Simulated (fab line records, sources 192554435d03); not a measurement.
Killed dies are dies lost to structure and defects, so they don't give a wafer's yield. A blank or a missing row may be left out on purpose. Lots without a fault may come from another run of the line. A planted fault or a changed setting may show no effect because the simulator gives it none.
Chamber matching | flow n5_finfet | N5_ILD0_CMP_12 on cmp-01: 4 sister chambers
The step polishes SiNx, stops on poly-Si, t overpolish 6 s, target thk 17.67 nm. 8 wafers are shown with their chamber, then 9 later ones without.

WAFERS WITH THEIR CHAMBER
wafer  | chamber | motor_current_A (A) | retaining_ring_pressure_frac
L080.5 | 3       | 9.2                 | 0.998
L081.1 | 3       | 8.6                 | 0.998
L085.1 | 2       | 7.2                 | 1.004
L085.3 | 1       | 9.6                 | 0.994
L085.5 | 0       | 9.3                 | 0.994
L087.2 | 2       | 7.0                 | 1.002
L087.5 | 0       | 9.2                 | 1.003
L087.6 | 1       | 9.0                 | 0.998

WAFERS WITHOUT THEIR CHAMBER
wafer  | motor_current_A (A) | retaining_ring_pressure_frac
L090.3 | 9.4                 | 0.996
L090.4 | 7.0                 | 1.004
L090.6 | 7.2                 | 1.002
L094.2 | 8.4                 | 0.994
L094.3 | 6.5                 | 1.007
L094.6 | 7.4                 | 1.008
L097.2 | 8.4                 | 0.995
L097.3 | 9.5                 | 0.995
L097.6 | 8.6                 | 1.004

WHICH CHAMBER EACH WENT THROUGH
wafer  | from the rows above          | in truth
L090.3 | can't be placed: 1 or 0 or 3 | 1
L090.4 | 2                            | 2
L090.6 | 2                            | 2
L094.2 | can't be placed: 3 or 1 or 0 | 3
L094.3 | 2                            | 2
L094.6 | 2                            | 2
L097.2 | can't be placed: 3 or 0 or 1 | 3
L097.3 | can't be placed: 1 or 0 or 3 | 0
L097.6 | can't be placed: 3 or 0 or 1 | 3
Placed correctly: 4 of 9. Can't be placed from these rows: 5 (the true chamber is among the candidates in 5). Placed wrongly: 0.
How it was worked out, from the rows above alone: a wafer's distance from a chamber is the root of the sum, over the readings, of the square of ((its reading less the chamber's mean) divided by the reading's scatter). The wafer belongs to the nearest chamber; if the next one is less than 2 further off, it can't be placed. A chamber's mean is the mean of its shown wafers. The scatter: the root of (the sum of the squares of (reading less its chamber's mean) over the shown wafers, divided by (wafers less chambers)).
